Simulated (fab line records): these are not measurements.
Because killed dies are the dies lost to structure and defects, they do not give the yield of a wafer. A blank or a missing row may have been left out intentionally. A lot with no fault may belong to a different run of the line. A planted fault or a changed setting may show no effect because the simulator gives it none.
A lot that was struck, set against a sound lot + flow nand harc + 14 steps out of a route of 1302
Sound: these wafers, L935.2, L935.3, L935.6. Struck: wafers L939.3, L939.5, L939.6. The cause is named last.
Each step with rows lists, per side, the tool, then ch with its chambers, then its first start. Under that, the readings that differ: sound wafers + struck wafers + difference of the means + sigmas: that difference in standard deviations of wafers without a fault.
alike: same words and numbers on both sides, and readings whose means sit less than 2 such deviations apart. not compared: any withheld reading, any reading some wafer has no value for, any bound like >300 that may hide the same value, and any number with overlapping values for which the record gives no deviation.
A row with sigmas, a row that says differs or no value, or rows on one side alone: a step with any of these is where the two part. When numbers do not overlap yet have no deviation, they are printed without sigmas and do not part them. A reading that every wafer of one side lacks parts them only if that side has two wafers or more.

NHARC_P_CONTACT_INSPECT_14:
  struck on defect inspect-01, day 9 05:35; sound on defect inspect-01, day 7 00:49
  alike: raw defect count
NHARC_P_CONTACT_DESCUM_17: chemistry O2, time 3 s.
  sound on rie diel-06 ch 1,3, day 7 00:52; struck on rie diel-05 ch 0,1,2, day 9 05:40
  alike: drypump motor current A, oes product au, rf vpp V, showerhead plenum p Torr, throttle valve pct
  not compared: rf hours counter h
NHARC_P_CONTACT_ETCH_35: etches the open film in CF4, target depth 39 nm, time 65 s.
  sound on rie diel-06 ch 0,2,3, day 7 00:58; struck on rie diel-05 ch 0,3, day 9 05:44
  alike: cf4 flow sccm, drypump motor current A, oes product au, rf vpp V, showerhead plenum p Torr, throttle valve pct
  not compared: rf hours counter h
NHARC_P_CONTACT_ETCH_36: etches the open film in N2/H2, target depth 260 nm, time 406.25 s.
  sound on rie diel-06 ch 0,3; struck on rie diel-05 ch 2,3
| reading               | sound             | struck            | difference | sigmas |
|-----------------------|-------------------|-------------------|------------|--------|
| oes product au (a.u.) | 1.000 0.984 0.984 | 1.013 1.019 1.005 | +0.023     | +2     |
  alike: drypump motor current A, rf vpp V, showerhead plenum p Torr, throttle valve pct
  not compared: rf hours counter h
then, 2 steps without rows for these wafers: NHARC_P_CONTACT_ETCH_18 (etches the open film in C4F8/O2/Ar, target depth 481 nm, time 240.5 s); NHARC_P_CONTACT_STRIP_37 (strips in C4F8/O2/Ar).
NHARC_P_CONTACT_ETCH_31: etches the open film in CH3F/O2, target depth 30 nm, time 85.7 s.
  sound on rie diel-06 ch 0,2,3; struck on rie diel-05 ch 0,3
  alike: drypump motor current A, oes product au, rf vpp V, showerhead plenum p Torr, throttle valve pct
  not compared: rf hours counter h
NHARC_P_CONTACT_CD_MEAS_19:
  struck on cd sem-03, day 9 06:32; sound on cd sem-01, day 7 01:45
  alike: cd nm
then, 4 steps without rows for these wafers: NHARC_P_CONTACT_STRIP_28 (strips in O2); NHARC_P_CONTACT_STRIP_29 (strips in post etch residue remover, time 1200 s); NHARC_P_CONTACT_DEGAS_38 (time 60 s); NHARC_P_CONTACT_PRE_CLEAN_39 (time 19.5 s).
NHARC_P_CONTACT_PVD_32: deposits Ti, target thk 5 nm, time 17.7 s.
  struck on pvd sputter-03, day 9 07:23; sound on pvd sputter-02, day 7 02:35
  no value came back on the struck wafers for cathode dc power W (W), chamber pressure pa (Pa), throttle valve pct (%); on the sound wafers cathode dc power W (W) reads 5001.1 4999.3 5000.9
NHARC_P_CONTACT_ALD_22: deposits TiN, target thk 3 nm, pulse time 1 s, ald cycles 150.
  sound on ald metal-01 ch 0,2, day 7 02:42; struck on ald metal-01 ch 0,2,3, day 9 07:32
  alike: heater power w, precursor pulse height rel

WHERE THEY PART
First at NHARC_P_CONTACT_ETCH_36; last, within this record, at NHARC_P_CONTACT_PVD_32. Later steps at which nothing parts them and some readings are alike: NHARC_P_CONTACT_ALD_22.

WHY: the cause the simulator had injected
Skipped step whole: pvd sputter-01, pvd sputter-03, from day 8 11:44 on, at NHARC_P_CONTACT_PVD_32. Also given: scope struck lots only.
